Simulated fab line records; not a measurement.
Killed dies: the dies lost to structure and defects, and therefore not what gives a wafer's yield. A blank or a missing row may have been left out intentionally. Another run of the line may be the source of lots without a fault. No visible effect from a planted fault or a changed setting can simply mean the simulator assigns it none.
Split-lot experiment ; flow n5-finfet ; route with 1938 steps; 7 lots, 33 wafers read

## SPLIT DETAILS
At N5_BEOL_M8_ETCH_62 (etches SOC in N2/H2, target depth 110 nm, overetch 22 nm, time 165 s), the setting time-s was moved away from the recipe's 165 s on 12 of the 33 wafers read, by -22.6% to +53.9%. All remaining wafers had this setting at the recipe value.

## FROM THE SPLIT TO THE READING: what the file shows between them, 9 steps
- N5_BEOL_M8_STRIP_68: strips in N2/H2
- N5_BEOL_M8_STRIP_67: strips in CF4
- N5_BEOL_M8_HM_OPEN_17: chemistry Cl2/BCl3, target TiN, target depth 20 nm, overetch 6 nm
- N5_BEOL_M8_STRIP_19: strips in O2
- N5_BEOL_M8_CD_MEAS_18: pitch 80 nm, target cd 40 nm
- N5_BEOL_M8_COAT_63: time 60 s, resist thk 60 nm
- N5_BEOL_M8_COAT_64: time 60 s, resist thk 12 nm
- N5_BEOL_M8_PRECLEAN_42: cleans in residue remover, time 60 s
- N5_BEOL_M8_SRD_43: time 30 s

## THE READING
cd-nm at N5_BEOL_M8_CD_MEAS_35, given in nm (cd target 40 nm). On this fab line, fault-free wafers typically give 40.0 nm with a standard deviation of 0.43 nm.

wafer;tool, chamber at the split;time-s as run, s;against the recipe;cd-nm, nm;against lot-mates on the recipe
L075.1;rie-diel-06, 1;165;recipe;39.8;-
L075.2;rie-diel-06, 2;213.7;+29.5%;40.9;+1.3
L075.3;rie-diel-06, 0;165;recipe;39.7;-
L075.4;rie-diel-06, 3;165;recipe;39.4;-
L075.5;rie-diel-06, 2;213.7;+29.5%;41.2;+1.6
L075.6;rie-diel-06, 1;213.7;+29.5%;40.6;+1.0
L076.2;rie-diel-06, 2;165;recipe;39.6;-
L076.4;rie-diel-06, 1;165;recipe;39.2;-
L076.6;rie-diel-06, 3;165;recipe;39.7;-
L083.1;rie-diel-06, 1;165;recipe;40.1;-
L083.2;rie-diel-06, 0;165;recipe;39.9;-
L083.3;rie-diel-06, 3;253.9;+53.9%;42.2;+2.3
L083.4;rie-diel-06, 2;253.9;+53.9%;42.1;+2.2
L083.5;rie-diel-06, 1;165;recipe;39.8;-
L083.6;rie-diel-06, 2;253.9;+53.9%;41.8;+1.9
L087.1;rie-diel-06, 2;132.1;-19.9%;39.2;-1.0
L087.2;rie-diel-06, 0;132.1;-19.9%;39.2;-1.0
L087.3;rie-diel-06, 3;165;recipe;40.3;-
L087.4;rie-diel-06, 1;165;recipe;40.2;-
L087.5;rie-diel-06, 2;132.1;-19.9%;39.8;-0.4
L087.6;rie-diel-06, 1;165;recipe;40.0;-
L086.1;rie-diel-06, 1;165;recipe;40.4;-
L086.2;rie-diel-06, 0;127.7;-22.6%;39.5;-0.8
L086.3;rie-diel-06, 3,2;127.7;-22.6%;39.5;-0.8
L086.4;rie-diel-06, 2;165;recipe;39.4;-
L086.5;rie-diel-06, 1;165;recipe;41.2;-
L086.6;rie-diel-06, 3,2;127.7;-22.6%;40.0;-0.3
L088.1;rie-diel-02, 3;165;recipe;39.5;-
L088.4;rie-diel-02, 1;165;recipe;39.7;-
L088.6;rie-diel-02, 1;165;recipe;40.2;-
L097.1;rie-diel-06, 1;165;recipe;40.6;-
L097.5;rie-diel-06, 2;165;recipe;40.5;-
L097.6;rie-diel-06, 1;165;recipe;40.3;-
Where a row lists several chambers, the file gives one row for several wafers and doesn't say which wafer went through which chamber.

FIT RESULTS
A straight line over all 33 wafers: cd-nm changes by +0.0328 nm for each +1% of time-s; r = +0.84; the points scatter about the line by 0.44 nm.
The same after taking each lot's own level away (the mean of its wafers on the recipe; 33 wafers): +0.0383 nm for each +1%; r = +0.93; scatter 0.31 nm.
According to that fit, moving time-s by its largest amount changes the reading by 2.1 nm.
The lots' own levels span 39.50 to 40.47 nm, that is 2.2 times the standard deviation above.
Hence the slope depends on the lot-to-lot level, as the two fits are not the same.
Check: with one of the wafers moved furthest among these (+53.9%) left out of the fit, the line predicts +2.05 nm for it against its lot-mates. Against them it came out at +2.27 nm.

## THE WHOLE CHAIN: every reading that the file lists as answering this split, in the file's order
step;what it does;reading;change (the file's fit);r (the file's)
N5_BEOL_M8_ETCH_62;etches SOC in N2/H2, target depth 110 nm, overetch 22 nm, time 165 s;etch.depth-nm (the simulator's own value, which no gauge read);not straight: 60.29 at the lowest setting, 100.1 at the recipe, 100.4 at the highest;not given
N5_BEOL_M8_ETCH_62;etches SOC in N2/H2, target depth 110 nm, overetch 22 nm, time 165 s;SiARC_of_BEOL_M8_COAT_60.thk-nm (the simulator's own value, which no gauge read);-0.0664 nm for each +1% of the setting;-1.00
N5_BEOL_M8_ETCH_62;etches SOC in N2/H2, target depth 110 nm, overetch 22 nm, time 165 s;BEOL_M8.cd-offset-nm (the simulator's own value, which no gauge read);+0.0332 nm for each +1% of the setting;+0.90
N5_BEOL_M8_HM_OPEN_17;chemistry Cl2/BCl3, target TiN, target depth 20 nm, overetch 6 nm;BEOL_M8.cd-offset-nm (the simulator's own value, which no gauge read);+0.0321 nm for each +1% of the setting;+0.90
N5_BEOL_M8_CD_MEAS_18;pitch 80 nm, target cd 40 nm;cd-nm;+0.0347 nm for each +1% of the setting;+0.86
N5_BEOL_M8_CD_MEAS_35;target cd 40 nm;cd-nm;+0.0382 nm for each +1% of the setting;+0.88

## THE FILE'S OWN FIT
cd-nm changes by +0.0382 nm for each +1% of time-s, r = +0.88.
